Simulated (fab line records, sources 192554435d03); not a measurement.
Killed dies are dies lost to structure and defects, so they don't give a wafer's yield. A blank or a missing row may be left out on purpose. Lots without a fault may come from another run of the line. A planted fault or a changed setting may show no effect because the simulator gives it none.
Chamber matching | flow n5_finfet | N5_PASSIVATION_PASS_ETCH_47 on rie_diel-04: 4 sister chambers
The step etches SiNx in CF4/O2, target depth 770 nm, time 385 s. 4 wafers are shown with their chamber, then 7 later ones without.

WAFERS WITH THEIR CHAMBER
wafer  | chamber | drypump_motor_current_A (A)
L242.5 | 3       | 5.7
L245.6 | 1       | 5.7
L249.3 | 2       | 5.7
L249.4 | 0       | 6.6

WAFERS WITHOUT THEIR CHAMBER
wafer  | drypump_motor_current_A (A)
L249.6 | 5.7
L254.3 | 6.6
L254.5 | 5.7
L254.6 | 6.6
L259.2 | 6.6
L259.3 | 5.7
L259.5 | 5.6

WHICH CHAMBER EACH WENT THROUGH
wafer  | from the rows above          | in truth
L249.6 | can't be placed: 1 or 2 or 3 | 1
L254.3 | 0                            | 0
L254.5 | can't be placed: 1 or 2 or 3 | 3
L254.6 | 0                            | 0
L259.2 | 0                            | 0
L259.3 | can't be placed: 1 or 2 or 3 | 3
L259.5 | can't be placed: 1 or 2 or 3 | 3
Placed correctly: 3 of 7. Can't be placed from these rows: 4 (the true chamber is among the candidates in 4). Placed wrongly: 0.
How it was worked out, from the rows above alone: a wafer's distance from a chamber is the root of the sum, over the readings, of the square of ((its reading less the chamber's mean) divided by the reading's scatter). The wafer belongs to the nearest chamber; if the next one is less than 2 further off, it can't be placed. A chamber's mean is the mean of its shown wafers. The scatter: with one shown wafer a chamber, the root of the mean of the squares of how far each hidden wafer lies from its nearest shown one.
